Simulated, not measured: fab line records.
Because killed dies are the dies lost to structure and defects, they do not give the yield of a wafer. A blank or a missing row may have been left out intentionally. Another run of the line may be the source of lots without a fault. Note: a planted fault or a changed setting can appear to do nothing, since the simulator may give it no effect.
Chamber matching -- flow n5_finfet -- 4 sister chambers for N5_FIN_CUT_STRIP_24 on rie_diel-02
The step strips in CF4. 18 wafers are shown with their chamber, then 9 later ones without.

WAFERS WITH THEIR CHAMBER
wafer,chamber,throttle_valve_pct (%),showerhead_plenum_p_Torr (Torr),drypump_motor_current_A (A)
L074.3,1,13.89,1.74,5.7
L074.4,0,13.11,1.85,6.6
L074.6,2,14.06,1.74,5.7
L077.2,2,14.06,1.73,5.7
L077.5,2,14.04,1.73,5.7
L077.6,3,13.44,1.74,5.9
L078.1,3,13.44,1.74,5.8
L078.4,1,13.88,1.74,5.7
L078.5,2,14.04,1.73,5.7
L080.1,0,13.12,1.84,6.7
L080.3,1,13.89,1.74,5.8
L080.4,3,13.45,1.74,5.8
L084.2,0,13.14,1.84,6.7
L084.4,3,13.47,1.74,5.8
L084.6,3,13.49,1.74,5.8
L086.2,2,14.08,1.73,5.7
L086.5,3,13.47,1.74,5.9
L086.6,0,13.16,1.84,6.6

SIGNATURES (means of the wafers above)
reading,chamber 0,chamber 1,chamber 2,chamber 3,scatter within a chamber
throttle_valve_pct,13.1325,13.8867,14.0560,13.4600,0.0182
showerhead_plenum_p_Torr,1.8425,1.7400,1.7320,1.7400,0.00333
drypump_motor_current_A,6.650,5.733,5.700,5.833,0.0463
Rule: a wafer's distance from a chamber is the root of the sum, over the readings, of the square of ((its reading less the chamber's mean) divided by the reading's scatter). The wafer belongs to the nearest chamber; if the next one is less than 2 further off, it can't be placed. The scatter is the square root of a quotient: the sum, over the shown wafers, of each reading's squared deviation from its chamber's mean, divided by wafers minus chambers.

WAFERS WITH NO CHAMBER GIVEN
wafer,throttle_valve_pct (%),showerhead_plenum_p_Torr (Torr),drypump_motor_current_A (A)
L088.1,14.09,1.73,5.7
L088.2,13.93,1.74,5.7
L088.3,13.48,1.74,5.9
L095.1,13.19,1.84,6.6
L095.2,13.52,1.73,5.9
L095.4,13.94,1.73,5.8
L096.4,13.21,1.84,6.7
L096.5,13.51,1.73,5.8
L096.6,13.21,1.84,6.7

EACH ONE'S CHAMBER
wafer,from the rows above,in truth
L088.1,2,2
L088.2,1,1
L088.3,3,3
L095.1,0,0
L095.2,3,3
L095.4,1,1
L096.4,0,0
L096.5,3,3
L096.6,0,0
Correctly placed: 9 of 9. Number that these rows cannot place: 0. Number placed wrongly: 0.
